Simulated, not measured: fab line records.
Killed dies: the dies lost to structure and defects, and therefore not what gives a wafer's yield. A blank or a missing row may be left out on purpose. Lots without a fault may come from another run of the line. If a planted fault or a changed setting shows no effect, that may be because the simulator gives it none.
fab line records ; flow nand_harc
[record] lots = 5; wafers = 15; last_day = 24
route steps=1159 shown P_ZERO_WELL@40 P_STI@69
lots that met no fault: from a run of the same line without faults
start_h: start of the lot's first displayed wafer, in hours after the record's first day ; wait_h: time in hours since the lot's previous step ; " same as the row above ; L1.1+2: a row that stands for several wafers ; - no value, or no start given ; * or withheld: withheld ; < > ~ a bound
route shown NAME@n: names a module that has steps shown in the file, with the first one's number in the route ; usual: mean and standard deviation over wafers with no fault ; same: alike in all rows ; chamber/n: place in a boat ; sites: readings site by site ; _std_site: the values' standard deviation ; _edge_site: mean of outer sites minus mean of inner sites ; radius_mm: how far each site lies from the wafer's centre ; mask NAME#n: copy n ; behind: the last tool/chamber to shape the wafer ; hold: why the lot went on hold/how many hours it stayed there/how the hold came to an end ; device: whichever transistor did not switch (one of n, p or np) ; end of line: the same wafers' tests at the end of the route ; for a step that has no rows: nothing shown but its recipe ; killed: dies lost to structure and defects at the first sort, not the wafer's yield ; map: a wafer's dies, x killed, . not, _ none there
set.NAME: the run value of the setting; set.NAME@STEP: its run value at that earlier step ; model.NAME: the simulator's own value behind a step, which no gauge read
lots at selected steps of the route; one table per step, one row per wafer
services: a tool's chamber out of use, with start hour (start_h, from the record's first day; less than 0 if before it), hours out, and reason
[[steps]]
[step NHARC_P_ZERO_WELL_EBR_33]
lot.wafer;tool;chamber;start_h;wait_h
L081.1+2+5;litho_track-03;0;-;-
L086.2+4+6;litho_track-02;0;-;-
L087.4+5+6;litho_track-02;0;-;-
L089.1+2+4;litho_track-03;0;-;-
L093.2+5+6;litho_track-07;0;-;-
[step NHARC_P_ZERO_WELL_EXPOSE_34]
[recipe] na = 0.6; target_cd_nm = 720; dose_mj = 22.31; mask_id = P_PWELL
[usual] exposure_dose_mJ_cm2 = 22.307/0.023
lot.wafer;tool;chamber;start_h;wait_h;mask;exposure_dose_mJ_cm2
L081.1;krf_scanner-01;0;57.82;-;P_PWELL#0;22.317
L081.2;krf_scanner-01;0;57.82;-;P_PWELL#0;22.289
L081.5;krf_scanner-01;0;57.82;-;P_PWELL#0;22.321
L086.2;krf_scanner-02;0;87.95;-;P_PWELL#0;22.310
L086.4;krf_scanner-02;0;87.95;-;P_PWELL#0;22.329
L086.6;krf_scanner-02;0;87.95;-;P_PWELL#0;22.287
L087.4;krf_scanner-04;0;93.85;-;P_PWELL#0;22.298
L087.5;krf_scanner-04;0;93.85;-;P_PWELL#0;22.305
L087.6;krf_scanner-04;0;93.85;-;P_PWELL#0;22.295
L089.1;krf_scanner-01;0;106.29;-;P_PWELL#0;22.311
L089.2;krf_scanner-01;0;106.29;-;P_PWELL#0;22.274
L089.4;krf_scanner-01;0;106.29;-;P_PWELL#0;22.282
L093.2;krf_scanner-02;0;129.97;-;P_PWELL#0;22.255
L093.5;krf_scanner-02;0;129.97;-;P_PWELL#0;22.284
L093.6;krf_scanner-02;0;129.97;-;P_PWELL#0;22.294
[step NHARC_P_ZERO_WELL_PEB_35]
[recipe] peb_temp_c = 118; peb_time_s = 85
lot.wafer;tool;chamber;start_h;wait_h
L081.1+2+5;litho_track-07;0;57.88;0.1
L086.2+4+6;litho_track-03;0;88.01;0.1
L087.4+5+6;litho_track-02;0;93.90;0.0
L089.1+2+4;litho_track-02;0;106.36;0.1
L093.2+5+6;litho_track-07;0;130.03;0.1
[step NHARC_P_ZERO_WELL_DEVELOP_36]
[recipe] time_s = 70
lot.wafer;tool;chamber;start_h;wait_h
L081.1+2+5;litho_track-07;0;-;-
L086.2+4+6;litho_track-03;0;-;-
L087.4+5+6;litho_track-02;0;-;-
L089.1+2+4;litho_track-02;0;-;-
L093.2+5+6;litho_track-07;0;-;-
[step NHARC_P_ZERO_WELL_CD_MEAS_37]
[recipe] target_cd_nm = 720; landing_energy_ev = 500
[usual] cd_nm = 719.4/2.2
lot.wafer;tool;chamber;start_h;wait_h;cd_nm
L081.1;cd_sem-03;0;57.97;-;719.3
L081.2;cd_sem-03;0;57.97;-;718.8
L081.5;cd_sem-03;0;57.97;-;720.8
L086.2;cd_sem-01;0;88.11;-;715.5
L086.4;cd_sem-01;0;88.11;-;717.7
L086.6;cd_sem-01;0;88.11;-;720.2
L087.4;cd_sem-01;0;94.00;-;719.9
L087.5;cd_sem-01;0;94.00;-;718.4
L087.6;cd_sem-01;0;94.00;-;720.6
L089.1;cd_sem-02;0;106.45;-;719.6
L089.2;cd_sem-02;0;106.45;-;719.5
L089.4;cd_sem-02;0;106.45;-;719.4
L093.2;cd_sem-03;0;130.12;-;722.3
L093.5;cd_sem-03;0;130.12;-;721.3
L093.6;cd_sem-03;0;130.12;-;717.3
[step NHARC_P_ZERO_WELL_HARDBAKE_38]
[recipe] temp_c = 125; time_s = 80
lot.wafer;tool;chamber;start_h;wait_h
L081.1+2+5;litho_track-03;0;58.05;-
L086.2+4+6;litho_track-03;0;88.19;-
L087.4+5+6;litho_track-02;0;94.08;-
L089.1+2+4;litho_track-03;0;106.53;-
L093.2+5+6;litho_track-03;0;130.20;-
[step NHARC_P_ZERO_WELL_DESCUM_39]
[recipe] time_s = 3; o2_flow_sccm = 200; ar_flow_sccm = 0; bias_power_w = 0; chemistry = O2
[usual] drypump_motor_current_A = 6.0/0.41; oes_product_au = 1.002/0.012; rf_vpp_V = 58.0/0.9; showerhead_plenum_p_Torr = 1.94/0.053; throttle_valve_pct = 11.312/0.0093
lot.wafer;tool;chamber;start_h;wait_h;drypump_motor_current_A;oes_product_au;rf_hours_counter_h;rf_vpp_V;showerhead_plenum_p_Torr;throttle_valve_pct
L081.2;rie_diel-10;2;58.16;-;6.0;1.009;4;58.5;1.92;11.308
L081.1;rie_diel-10;3;58.16;-;6.6;1.013;4;57.6;2.05;11.317
L081.5;rie_diel-10;1;58.16;-;5.6;1.010;-;59.2;1.98;11.319
L086.2;rie_diel-04;1;88.26;-;6.0;0.992;6;56.1;1.89;11.322
L086.4;rie_diel-04;2;88.26;-;6.4;0.986;8;59.1;1.89;11.330
L086.6;rie_diel-04;1;88.26;-;6.0;0.995;-;58.7;1.89;11.323
L087.4;rie_diel-09;2;94.18;-;5.1;1.013;1;58.8;1.94;11.308
L087.6;rie_diel-09;3;94.18;-;6.0;1.007;-;58.2;1.91;11.329
L087.5;rie_diel-09;0;94.18;-;5.4;1.002;-;58.6;2.05;11.306
L089.4;rie_diel-09;0;106.61;-;5.3;1.011;3;58.5;2.04;11.320
L089.1;rie_diel-09;1;106.61;-;6.3;0.994;3;56.4;1.91;11.314
L089.2;rie_diel-09;2;106.61;-;5.1;1.000;3;57.3;1.94;11.328
L093.2;rie_diel-04;2;130.28;-;6.4;1.010;1;56.8;1.89;11.309
L093.5;rie_diel-04;0;130.28;-;6.0;1.009;-;56.9;1.93;11.323
L093.6;rie_diel-04;1;130.28;-;6.0;1.005;-;56.7;1.89;11.312
[step NHARC_P_ZERO_WELL_IMPLANT_40]
[recipe] energy_kev = 300; dose_cm2 = 1e+13; tilt_deg = 7
[usual] beam_energy_keV = 300.01/0.088
[same] implant_ion_amu = 11
lot.wafer;tool;chamber;start_h;wait_h;beam_energy_keV
L081.1;implanter-01;0;58.28;0.1;299.89
L081.2;implanter-01;0;58.28;0.1;299.93
L081.5;implanter-01;0;58.28;0.1;299.96
L086.2;implanter-01;0;88.44;0.2;300.14
L086.4;implanter-01;0;88.44;0.2;299.99
L086.6;implanter-01;0;88.44;0.2;300.00
L087.4;implanter-01;0;94.56;0.4;300.05
L087.5;implanter-01;0;94.56;0.4;299.91
L087.6;implanter-01;0;94.56;0.4;299.94
L089.1;implanter-01;0;106.76;0.1;300.04
L089.2;implanter-01;0;106.76;0.1;300.07
L089.4;implanter-01;0;106.76;0.1;300.03
L093.2;implanter-01;0;130.48;0.2;299.95
L093.5;implanter-01;0;130.48;0.2;299.78
L093.6;implanter-01;0;130.48;0.2;300.00
[step NHARC_P_ZERO_WELL_IMPLANT_59]
[recipe] energy_kev = 120; dose_cm2 = 5e+12; tilt_deg = 7
[usual] beam_energy_keV = 120.00/0.034
[same] implant_ion_amu = 11
lot.wafer;tool;chamber;start_h;wait_h;beam_energy_keV
L081.1;implanter-01;0;58.46;0.1;119.94
L081.2;implanter-01;0;58.46;0.1;119.95
L081.5;implanter-01;0;58.46;0.1;119.94
L086.2;implanter-01;0;88.62;0.2;119.98
L086.4;implanter-01;0;88.62;0.2;119.98
L086.6;implanter-01;0;88.62;0.2;119.94
L087.4;implanter-01;0;94.74;0.1;120.03
L087.5;implanter-01;0;94.74;0.1;120.04
L087.6;implanter-01;0;94.74;0.1;120.00
L089.1;implanter-01;0;106.94;0.2;120.02
L089.2;implanter-01;0;106.94;0.2;120.03
L089.4;implanter-01;0;106.94;0.2;120.02
L093.2;implanter-01;0;130.66;0.1;119.98
L093.5;implanter-01;0;130.66;0.1;120.03
L093.6;implanter-01;0;130.66;0.1;120.08
[step NHARC_P_ZERO_WELL_IMPLANT_60]
[recipe] energy_kev = 30; dose_cm2 = 2e+12; tilt_deg = 7
[usual] beam_energy_keV = 29.999/0.0086
[same] implant_ion_amu = 11
lot.wafer;tool;chamber;start_h;wait_h;beam_energy_keV
L081.1;implanter-01;0;58.64;0.2;29.987
L081.2;implanter-01;0;58.64;0.2;29.996
L081.5;implanter-01;0;58.64;0.2;29.985
L086.2;implanter-01;0;88.80;0.2;30.028
L086.4;implanter-01;0;88.80;0.2;29.994
L086.6;implanter-01;0;88.80;0.2;29.998
L087.4;implanter-01;0;94.92;0.2;30.008
L087.5;implanter-01;0;94.92;0.2;30.006
L087.6;implanter-01;0;94.92;0.2;30.004
L089.1;implanter-01;0;107.12;0.2;29.987
L089.2;implanter-01;0;107.12;0.2;30.000
L089.4;implanter-01;0;107.12;0.2;29.994
L093.2;implanter-01;0;130.84;0.2;29.999
L093.5;implanter-01;0;130.84;0.2;30.000
L093.6;implanter-01;0;130.84;0.2;29.999
[step NHARC_P_ZERO_WELL_STRIP_41]
[recipe] time_s = 840; temp_c = 130; chemistry = SPM
lot.wafer;tool;chamber;start_h;wait_h
L081.2+5+1;wet_bench-02;4,7,0;58.86;0.2
L086.6+2+4;wet_bench-03;4,6,7;88.99;0.0
L087.5+4+6;wet_bench-02;2,4,6;95.04;0.1
L089.4+2+1;wet_bench-03;7,1,3;107.35;0.1
L093.6+5+2;wet_bench-02;0,1,2;131.04;0.0
[step NHARC_P_ZERO_WELL_DEHYDRATE_44]
[recipe] temp_c = 150; time_s = 120
lot.wafer;tool;chamber;start_h;wait_h
L081.1+2+5;litho_track-03;0;59.18;-
L086.2+4+6;litho_track-07;0;89.32;-
L087.4+5+6;litho_track-07;0;95.38;-
L089.1+2+4;litho_track-03;0;107.67;-
L093.2+5+6;litho_track-03;0;131.35;-
[step NHARC_P_ZERO_WELL_HMDS_45]
[recipe] time_s = 30
lot.wafer;tool;chamber;start_h;wait_h
L081.1+2+5;litho_track-03;0;-;-
L086.2+4+6;litho_track-07;0;-;-
L087.4+5+6;litho_track-07;0;-;-
L089.1+2+4;litho_track-03;0;-;-
L093.2+5+6;litho_track-03;0;-;-
[step NHARC_P_ZERO_WELL_COAT_46]
[recipe] spin_rpm = withheld
lot.wafer;tool;chamber;start_h;wait_h
L081.1+2+5;litho_track-03;0;-;-
L086.2+4+6;litho_track-07;0;-;-
L087.4+5+6;litho_track-07;0;-;-
L089.1+2+4;litho_track-03;0;-;-
L093.2+5+6;litho_track-03;0;-;-
[step NHARC_P_ZERO_WELL_SOFTBAKE_47]
[recipe] temp_c = 122; time_s = 95
lot.wafer;tool;chamber;start_h;wait_h
L081.1+2+5;litho_track-03;0;-;-
L086.2+4+6;litho_track-07;0;-;-
L087.4+5+6;litho_track-07;0;-;-
L089.1+2+4;litho_track-03;0;-;-
L093.2+5+6;litho_track-03;0;-;-
[step NHARC_P_ZERO_WELL_EBR_48]
lot.wafer;tool;chamber;start_h;wait_h
L081.1+2+5;litho_track-03;0;-;-
L086.2+4+6;litho_track-07;0;-;-
L087.4+5+6;litho_track-07;0;-;-
L089.1+2+4;litho_track-03;0;-;-
L093.2+5+6;litho_track-03;0;-;-
[step NHARC_P_ZERO_WELL_EXPOSE_49]
[recipe] na = 0.6; target_cd_nm = 2000; dose_mj = 22.64; mask_id = P_HVPW
[usual] exposure_dose_mJ_cm2 = 22.636/0.022
lot.wafer;tool;chamber;start_h;wait_h;mask;exposure_dose_mJ_cm2
L081.1;krf_scanner-02;0;59.45;-;P_HVPW#0;22.626
L081.2;krf_scanner-02;0;59.45;-;P_HVPW#0;22.674
L081.5;krf_scanner-02;0;59.45;-;P_HVPW#0;22.658
L086.2;krf_scanner-04;0;89.59;-;P_HVPW#0;22.647
L086.4;krf_scanner-04;0;89.59;-;P_HVPW#0;22.637
L086.6;krf_scanner-04;0;89.59;-;P_HVPW#0;22.610
L087.4;krf_scanner-04;0;95.54;-;P_HVPW#0;22.640
L087.5;krf_scanner-04;0;95.54;-;P_HVPW#0;22.650
L087.6;krf_scanner-04;0;95.54;-;P_HVPW#0;22.653
L089.1;krf_scanner-02;0;107.94;-;P_HVPW#0;22.609
L089.2;krf_scanner-02;0;107.94;-;P_HVPW#0;22.631
L089.4;krf_scanner-02;0;107.94;-;P_HVPW#0;22.616
L093.2;krf_scanner-01;0;131.63;-;P_HVPW#0;22.603
L093.5;krf_scanner-01;0;131.63;-;P_HVPW#0;22.665
L093.6;krf_scanner-01;0;131.63;-;P_HVPW#0;22.619
[step NHARC_P_ZERO_WELL_PEB_50]
[recipe] peb_temp_c = 118; peb_time_s = 85
lot.wafer;tool;chamber;start_h;wait_h
L081.1+2+5;litho_track-02;0;59.52;0.1
L086.2+4+6;litho_track-03;0;89.65;0.1
L087.4+5+6;litho_track-02;0;95.59;0.0
L089.1+2+4;litho_track-02;0;108.00;0.1
L093.2+5+6;litho_track-03;0;131.69;0.1
[step NHARC_P_ZERO_WELL_DEVELOP_51]
[recipe] time_s = 70
lot.wafer;tool;chamber;start_h;wait_h
L081.1+2+5;litho_track-02;0;-;-
L086.2+4+6;litho_track-03;0;-;-
L087.4+5+6;litho_track-02;0;-;-
L089.1+2+4;litho_track-02;0;-;-
L093.2+5+6;litho_track-03;0;-;-
[step NHARC_P_ZERO_WELL_CD_MEAS_52]
[recipe] target_cd_nm = 2000; landing_energy_ev = 500
[usual] cd_nm = 1999.3/2.7
lot.wafer;tool;chamber;start_h;wait_h;cd_nm
L081.1;cd_sem-01;0;59.61;-;2001.5
L081.2;cd_sem-01;0;59.61;-;1998.5
L081.5;cd_sem-01;0;59.61;-;1997.7
L086.2;cd_sem-03;0;89.74;-;2000.3
L086.4;cd_sem-03;0;89.74;-;2001.5
L086.6;cd_sem-03;0;89.74;-;2003.0
L087.4;cd_sem-03;0;95.69;-;1996.1
L087.5;cd_sem-03;0;95.69;-;1995.9
L087.6;cd_sem-03;0;95.69;-;1998.0
L089.1;cd_sem-01;0;108.09;-;1999.4
L089.2;cd_sem-01;0;108.09;-;1998.3
L089.4;cd_sem-01;0;108.09;-;1998.5
L093.2;cd_sem-03;0;131.78;-;2001.1
L093.5;cd_sem-03;0;131.78;-;1998.0
L093.6;cd_sem-03;0;131.78;-;2002.9
[step NHARC_P_ZERO_WELL_HARDBAKE_53]
[recipe] temp_c = 125; time_s = 80
lot.wafer;tool;chamber;start_h;wait_h
L081.1+2+5;litho_track-03;0;59.69;-
L086.2+4+6;litho_track-02;0;89.82;-
L087.4+5+6;litho_track-07;0;95.77;-
L089.1+2+4;litho_track-02;0;108.17;-
L093.2+5+6;litho_track-02;0;131.86;-
[step NHARC_P_ZERO_WELL_DESCUM_54]
[recipe] time_s = 3; o2_flow_sccm = 200; ar_flow_sccm = 0; bias_power_w = 0; chemistry = O2
[usual] drypump_motor_current_A = 6.0/0.44; oes_product_au = 1.004/0.013; rf_vpp_V = 57.9/0.86; showerhead_plenum_p_Torr = 1.95/0.053; throttle_valve_pct = 11.311/0.0095
lot.wafer;tool;chamber;start_h;wait_h;drypump_motor_current_A;oes_product_au;rf_hours_counter_h;rf_vpp_V;showerhead_plenum_p_Torr;throttle_valve_pct
L081.1;rie_diel-09;1;59.77;-;6.3;0.999;13;57.8;1.91;11.296
L081.2;rie_diel-09;3;59.77;-;6.0;0.996;11;59.4;1.91;11.320
L081.5;rie_diel-09;2;59.77;-;5.1;1.007;-;59.0;1.94;11.310
L086.4;rie_diel-09;0;89.91;-;5.3;1.003;1;56.1;2.05;11.308
L086.2;rie_diel-09;1;89.91;-;6.3;0.990;1;57.7;1.91;11.309
L086.6;rie_diel-09;3;89.91;-;6.0;1.005;-;56.3;1.91;11.306
L087.4;rie_diel-04;2;95.86;-;6.4;0.998;9;56.0;1.89;11.311
L087.5;rie_diel-04;0;95.86;-;6.0;1.010;-;56.2;1.93;11.308
L087.6;rie_diel-04;1;95.86;-;6.0;1.016;-;56.8;1.89;11.300
L089.2;rie_diel-09;1;108.25;-;6.3;0.991;3;56.0;1.91;11.308
L089.1;rie_diel-09;3;108.25;-;6.0;1.017;2;58.0;1.91;11.313
L089.4;rie_diel-09;0;108.25;-;5.3;1.006;3;57.6;2.04;11.298
L093.2;rie_diel-10;1;131.95;-;5.6;1.002;10;57.6;1.98;11.306
L093.5;rie_diel-10;0;131.95;-;5.6;1.012;-;57.5;1.97;11.320
L093.6;rie_diel-10;1;131.95;-;5.6;1.007;-;56.6;1.98;11.288
[step NHARC_P_ZERO_WELL_IMPLANT_55]
[recipe] energy_kev = 180; dose_cm2 = 8e+11; tilt_deg = 7
[usual] beam_energy_keV = 180.00/0.05
[same] implant_ion_amu = 11
lot.wafer;tool;chamber;start_h;wait_h;beam_energy_keV
L081.1;implanter-02;0;59.91;0.1;179.92
L081.2;implanter-02;0;59.91;0.1;179.93
L081.5;implanter-02;0;59.91;0.1;179.86
L086.2;implanter-01;0;90.08;0.1;179.96
L086.4;implanter-01;0;90.08;0.1;179.97
L086.6;implanter-01;0;90.08;0.1;180.02
L087.4;implanter-01;0;96.19;0.3;179.93
L087.5;implanter-01;0;96.19;0.3;180.01
L087.6;implanter-01;0;96.19;0.3;179.98
L089.1;implanter-02;0;108.40;0.1;180.11
L089.2;implanter-02;0;108.40;0.1;180.06
L089.4;implanter-02;0;108.40;0.1;180.02
L093.2;implanter-01;0;132.11;0.2;180.00
L093.5;implanter-01;0;132.11;0.2;180.03
L093.6;implanter-01;0;132.11;0.2;180.06
[step NHARC_P_ZERO_WELL_IMPLANT_61]
[recipe] energy_kev = 30; dose_cm2 = 5e+11; tilt_deg = 7
[usual] beam_energy_keV = 30.001/0.011
[same] implant_ion_amu = 11
lot.wafer;tool;chamber;start_h;wait_h;beam_energy_keV
L081.1;implanter-02;0;60.09;0.1;30.015
L081.2;implanter-02;0;60.09;0.1;30.017
L081.5;implanter-02;0;60.09;0.1;30.011
L086.2;implanter-01;0;90.26;0.1;30.002
L086.4;implanter-01;0;90.26;0.1;30.003
L086.6;implanter-01;0;90.26;0.1;29.989
L087.4;implanter-01;0;96.37;0.2;29.998
L087.5;implanter-01;0;96.37;0.2;30.006
L087.6;implanter-01;0;96.37;0.2;29.985
L089.1;implanter-02;0;108.58;0.1;30.009
L089.2;implanter-02;0;108.58;0.1;30.001
L089.4;implanter-02;0;108.58;0.1;30.012
L093.2;implanter-01;0;132.30;0.2;30.001
L093.5;implanter-01;0;132.30;0.2;29.993
L093.6;implanter-01;0;132.30;0.2;29.990
[step NHARC_P_ZERO_WELL_STRIP_56]
[recipe] time_s = 840; temp_c = 130; chemistry = SPM
lot.wafer;tool;chamber;start_h;wait_h
L081.5+1+2;wet_bench-02;2,5,6;60.31;0.1
L086.4+2+6;wet_bench-02;6,7,3;90.46;0.1
L087.6+4+5;wet_bench-03;5,7,0;96.52;0.1
L089.4+1+2;wet_bench-02;2,3,5;108.80;0.1
L093.5+2+6;wet_bench-02;5,1,2;132.49;0.1
[step NHARC_P_ZERO_WELL_PRECLEAN_68]
[recipe] time_s = 60; temp_c = 50; bath_age_min = 0; chemistry = SC1
[usual] h2o2_flow_mL_min = 56.61/0.19
[same] bath_age_min = 0
lot.wafer;tool;chamber;start_h;wait_h;h2o2_flow_mL_min
L081.5;wet_bench-02;2;-;-;56.60
L081.1;wet_bench-02;5;-;-;56.55
L081.2;wet_bench-02;6;-;-;56.70
L086.4;wet_bench-02;6;-;-;56.34
L086.2;wet_bench-02;7;-;-;56.55
L086.6;wet_bench-02;3;-;-;56.37
L087.6;wet_bench-03;5;-;-;56.25
L087.4;wet_bench-03;7;-;-;56.14
L087.5;wet_bench-03;0;-;-;56.64
L089.4;wet_bench-02;2;-;-;56.63
L089.1;wet_bench-02;3;-;-;56.12
L089.2;wet_bench-02;5;-;-;56.75
L093.5;wet_bench-02;5;-;-;56.97
L093.2;wet_bench-02;1;-;-;56.42
L093.6;wet_bench-02;2;-;-;56.29
[step NHARC_P_ZERO_WELL_SRD_69]
lot.wafer;tool;chamber;start_h;wait_h
L081.5+1+2;wet_bench-02;2,5,6;-;-
L086.4+2+6;wet_bench-02;6,7,3;-;-
L087.6+4+5;wet_bench-03;5,7,0;-;-
L089.4+1+2;wet_bench-02;2,3,5;-;-
L093.5+2+6;wet_bench-02;5,1,2;-;-
[step NHARC_P_ZERO_WELL_RTA_42]
[recipe] temp_c = 1100; time_s = 300
[usual] lamp_power_pct = 33.4/0.93; lamp_zone_5_pct = 33.4/0.92; wafer_temp_C_max = 1104.6/1.4
lot.wafer;tool;chamber;start_h;wait_h;lamp_power_pct;lamp_zone_5_pct;wafer_temp_C_max
L081.1;rtp_anneal-01;0;60.75;-;34.3;34.2;1106.3
L081.2;rtp_anneal-01;0;60.75;-;34.2;34.2;1107.1
L081.5;rtp_anneal-01;0;60.75;-;34.3;34.3;1107.8
L086.2;rtp_anneal-01;0;91.01;-;34.2;34.2;1104.0
L086.4;rtp_anneal-01;0;91.01;-;34.2;34.1;1105.9
L086.6;rtp_anneal-01;0;91.01;-;34.2;34.2;1105.8
L087.4;rtp_anneal-01;0;97.26;-;34.2;34.2;1105.6
L087.5;rtp_anneal-01;0;97.26;-;34.2;34.2;1104.5
L087.6;rtp_anneal-01;0;97.26;-;34.2;34.2;1106.4
L089.1;rtp_anneal-01;0;109.32;-;34.2;34.1;1105.7
L089.2;rtp_anneal-01;0;109.32;-;34.2;34.2;1104.6
L089.4;rtp_anneal-01;0;109.32;-;34.2;34.2;1104.7
L093.2;rtp_anneal-01;0;133.03;-;34.3;34.2;1106.5
L093.5;rtp_anneal-01;0;133.03;-;34.2;34.2;1105.5
L093.6;rtp_anneal-01;0;133.03;-;34.2;34.3;1104.9
[step NHARC_P_ZERO_WELL_INSPECT_43]
[usual] raw_defect_count = 14/5.7
lot.wafer;tool;chamber;start_h;wait_h;raw_defect_count
L081.1;defect_inspect-02;-;61.43;0.6;18
L081.2;defect_inspect-02;-;61.43;0.6;9
L081.5;defect_inspect-02;-;61.43;0.6;26
L086.2;defect_inspect-02;-;91.58;0.5;16
L086.4;defect_inspect-02;-;91.58;0.5;23
L086.6;defect_inspect-02;-;91.58;0.5;10
L087.4;defect_inspect-01;-;97.61;0.2;10
L087.5;defect_inspect-01;-;97.61;0.2;8
L087.6;defect_inspect-01;-;97.61;0.2;8
L089.1;defect_inspect-01;-;109.99;0.6;22
L089.2;defect_inspect-01;-;109.99;0.6;21
L089.4;defect_inspect-01;-;109.99;0.6;18
L093.2;defect_inspect-02;-;133.61;0.5;16
L093.5;defect_inspect-02;-;133.61;0.5;4
L093.6;defect_inspect-02;-;133.61;0.5;12
[step NHARC_P_STI_ETCH_26]
[recipe] target_depth_a = 110; chemistry = dHF; material = SiO2
lot.wafer;tool;chamber;start_h;wait_h
L081.2+1+5;wet_bench-04;1,2,4;61.48;0.0
L086.4+2+6;wet_bench-01;4,5,6;91.65;0.1
L087.5+4+6;wet_bench-01;1,4,5;97.66;0.0
L089.4+1+2;wet_bench-01;3,4,6;110.06;0.1
L093.5+2+6;wet_bench-04;2,5,6;133.66;0.0
[[services]]
tool;chamber;start_h;hours;kind
wet_bench-01;-;37.60;8.0;pm
krf_scanner-02;-;38.00;4.0;pm
litho_track-03;-;38.00;7.0;pm
rie_diel-09;3;39.35;7.5;repair
wet_bench-02;-;42.83;2.8;repair
wet_bench-02;-;46.93;4.2;repair
rie_diel-10;-;47.98;5.0;repair
rie_diel-09;0;56.11;-;clean
rie_diel-09;1;56.11;-;clean
rie_diel-09;2;56.11;-;clean
rie_diel-09;3;56.11;-;clean
rie_diel-09;-;77.11;9.0;pm
implanter-02;-;82.30;1.9;repair
rie_diel-10;2;83.79;1.7;repair
krf_scanner-01;-;84.00;4.0;pm
implanter-02;-;85.00;13.0;pm
rie_diel-04;2;99.60;20.7;repair
rie_diel-04;3;103.17;32.4;repair
rie_diel-04;-;110.81;0.3;repair
rie_diel-04;-;112.14;9.0;pm
krf_scanner-01;-;115.40;1.9;repair
krf_scanner-04;-;116.32;0.8;repair
krf_scanner-04;-;126.00;4.0;pm
implanter-01;-;133.21;1.9;repair
[[key]]
fault none
